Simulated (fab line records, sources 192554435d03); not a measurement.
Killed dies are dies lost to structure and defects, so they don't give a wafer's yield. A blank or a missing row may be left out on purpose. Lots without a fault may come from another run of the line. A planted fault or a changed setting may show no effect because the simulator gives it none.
A struck lot beside a sound one | flow n5_finfet | 17 steps out of a route of 1938
Sound: wafers L984.3, L984.5, L984.6. Struck: wafers L976.3, L976.6. The cause comes at the end.
At each step with rows: each side's tool, then ch and its chambers, then its first start. Under that, the readings that differ: sound wafers | struck wafers | difference of the means | sigmas: that difference in standard deviations of wafers without a fault.
alike: readings whose means differ by less than 2 such deviations, and words and numbers that are the same on both sides. not compared: withheld readings, readings that some wafer has no value for, bounds like >300 that may hide the same value, and numbers for which the record gives no deviation and whose values overlap.
The two part at a step that has a row with sigmas, a row that says differs or no value, or rows on one side only. Numbers that don't overlap but have no deviation are shown without sigmas and don't part them. A reading that every wafer of one side lacks parts them only if that side has two wafers or more.

N5_BEOL_M0_SAQP_ETCH_49: etches SiO2 in CF4/O2, target depth 37 nm.
  sound on rie_diel-04 ch 1,2, day 11 02:03; struck on rie_diel-05 ch 0,1, day 9 04:30
  alike: drypump_motor_current_A, oes_ar_750_au, oes_product_au, rf_vpp_V, showerhead_plenum_p_Torr, throttle_valve_pct
  not compared: rf_hours_counter_h
N5_BEOL_M0_SAQP_STRIP_75: strips in CF4.
  sound on rie_diel-04 ch 1,2, day 11 02:09; struck on rie_diel-05 ch 0,1, day 9 04:36
  alike: drypump_motor_current_A, oes_product_au, rf_vpp_V, showerhead_plenum_p_Torr, throttle_valve_pct
  not compared: rf_hours_counter_h
then, 7 steps without rows for these wafers: N5_BEOL_M0_CUTY_COAT_50 (time 60 s, resist thk 15 nm); N5_BEOL_M0_CUTY_COAT_51 (resist thk 150 nm); N5_BEOL_M0_CUTY_EBR_52; N5_BEOL_M0_CUTY_SOFTBAKE_53 (time 60 s); N5_BEOL_M0_CUTY_EXPOSE_54 (exposes mask M0 ABLK); N5_BEOL_M0_CUTY_PEB_55 (peb time 60 s); N5_BEOL_M0_CUTY_DEVELOP_56 (develop time 30 s).
N5_BEOL_M0_CUTY_CD_MEAS_57: target cd 200 nm.
  sound on cd_sem-01 ch 0, day 11 02:25; struck on cd_sem-01 ch 0, day 9 04:59
  alike: cd_nm
N5_BEOL_M0_CUTY_OVL_MEAS_58:
  sound on overlay-02 ch 0, day 11 02:27; struck on overlay-01 ch 0, day 9 05:01
  alike: M0_ABLK_OVL
N5_BEOL_M0_CUTY_INSPECT_59: inspects for defects (macro).
  sound on defect_inspect-02, day 11 02:29; struck on defect_inspect-01, day 9 05:03
  alike: raw_defect_count
N5_BEOL_M0_CUTY_DESCUM_61: chemistry O2, time 7.9 s.
  sound on rie_diel-03 ch 0,1,2, day 11 02:34; struck on rie_diel-06 ch 0,1, day 9 05:05
  reading                                                 | sound         | struck    | difference | sigmas
  model.CAR-ArF-block_of_BEOL_M0_CUTY_COAT_51.thk_nm (nm) | 143 143.4 144 | 142 142.4 | -1         |
  alike: drypump_motor_current_A, oes_product_au, rf_vpp_V, showerhead_plenum_p_Torr, temp_c, throttle_valve_pct
  not compared: rf_hours_counter_h
N5_BEOL_M0_CUTY_ETCH_62: etches SiARC in CF4, time 58.5 s.
  sound on rie_diel-03 ch 0,1,2, day 11 02:35; struck on rie_diel-06 ch 0,1, day 9 05:07
  reading                                                 | sound             | struck    | difference | sigmas
  model.CAR-ArF-block_of_BEOL_M0_CUTY_COAT_51.thk_nm (nm) | 117.8 118.4 118.8 | 117 117.2 | -1         |
  alike: drypump_motor_current_A, etch_rf_on_time_s, oes_product_au, rf_vpp_V, showerhead_plenum_p_Torr, throttle_valve_pct
  not compared: rf_hours_counter_h
N5_BEOL_M0_CUTY_ETCH_63: etches SOC in N2/H2, target depth 82.7 nm, overetch 16.5 nm, time 124 s.
  sound on rie_diel-03 ch 0,1,2, day 11 02:38; struck on rie_diel-06 ch 0,1, day 9 05:10
  alike: drypump_motor_current_A, oes_product_au, rf_vpp_V, showerhead_plenum_p_Torr, temp_c, throttle_valve_pct
  not compared: rf_hours_counter_h
-- the record jumps here: 2 days lie between the struck wafers' starts before and after (it left off in module BEOL_M0_CUTY and takes up again in module BEOL_M4, whose first step shown is number 1111 of the route) --
N5_BEOL_M4_RC_MEAS_101:
  sound on prober-01 ch 0, day 13 03:40; struck on prober-02 ch 0, day 11 07:35
  alike: DIBL_N, DIBL_P, IOFF_N, IOFF_P, ION_N, ION_P, SS_N, SS_P, VT_N, VT_P
-- the record jumps here: 4 days lie between the struck wafers' starts before and after (it left off in module BEOL_M4 and takes up again in module PASSIVATION, whose first step shown is number 1936 of the route) --
N5_PASSIVATION_PROBE_49:
  the record has rows for the struck wafers here (prober-02, day 15 10:19) and none for the sound ones

WHERE THEY PART
Only at N5_PASSIVATION_PROBE_49, within this record.

WHY: what the simulator had put in
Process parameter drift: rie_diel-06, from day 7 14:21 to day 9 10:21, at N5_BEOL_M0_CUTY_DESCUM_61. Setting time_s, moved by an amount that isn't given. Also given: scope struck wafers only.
